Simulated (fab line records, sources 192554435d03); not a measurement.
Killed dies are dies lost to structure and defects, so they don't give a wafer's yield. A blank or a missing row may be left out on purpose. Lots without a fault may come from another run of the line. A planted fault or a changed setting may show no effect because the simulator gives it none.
Chamber matching | flow n5_finfet | N5_MOL_CONTACT_COAG_ETCH_110 on rie_diel-04: 4 sister chambers
The step etches Si in CF4/O2, target depth 2.5 nm, time 8 s. 8 wafers are shown with their chamber, then 12 later ones without.

WAFERS WITH THEIR CHAMBER
wafer  | chamber | rf_vpp_V (V) | showerhead_plenum_p_Torr (Torr)
L083.4 | 1       | 125          | 2.28
L083.5 | 0       | 134          | 2.28
L083.6 | 3       | 116          | 2.21
L089.2 | 0       | 133          | 2.28
L089.6 | 2       | 134          | 2.33
L090.1 | 1       | 125          | 2.28
L090.3 | 2       | 133          | 2.33
L090.5 | 3       | 116          | 2.20

WAFERS WITHOUT THEIR CHAMBER
wafer  | rf_vpp_V (V) | showerhead_plenum_p_Torr (Torr)
L091.1 | 133          | 2.33
L091.2 | 115          | 2.20
L091.4 | 132          | 2.28
L092.1 | 134          | 2.33
L092.3 | 117          | 2.20
L092.4 | 124          | 2.28
L093.1 | 128          | 2.28
L093.5 | 124          | 2.28
L093.6 | 135          | 2.33
L094.2 | 132          | 2.33
L094.3 | 116          | 2.20
L094.5 | 136          | 2.33

WHICH CHAMBER EACH WENT THROUGH
wafer  | from the rows above | in truth
L091.1 | 2                   | 2
L091.2 | 3                   | 3
L091.4 | 0                   | 0
L092.1 | 2                   | 2
L092.3 | 3                   | 3
L092.4 | 1                   | 1
L093.1 | 1                   | 1
L093.5 | 1                   | 1
L093.6 | 2                   | 2
L094.2 | 2                   | 2
L094.3 | 3                   | 3
L094.5 | 2                   | 2
Placed correctly: 12 of 12. Can't be placed from these rows: 0. Placed wrongly: 0.
How it was worked out, from the rows above alone: a wafer's distance from a chamber is the root of the sum, over the readings, of the square of ((its reading less the chamber's mean) divided by the reading's scatter). The wafer belongs to the nearest chamber; if the next one is less than 2 further off, it can't be placed. A chamber's mean is the mean of its shown wafers. The scatter: the root of (the sum of the squares of (reading less its chamber's mean) over the shown wafers, divided by (wafers less chambers)).
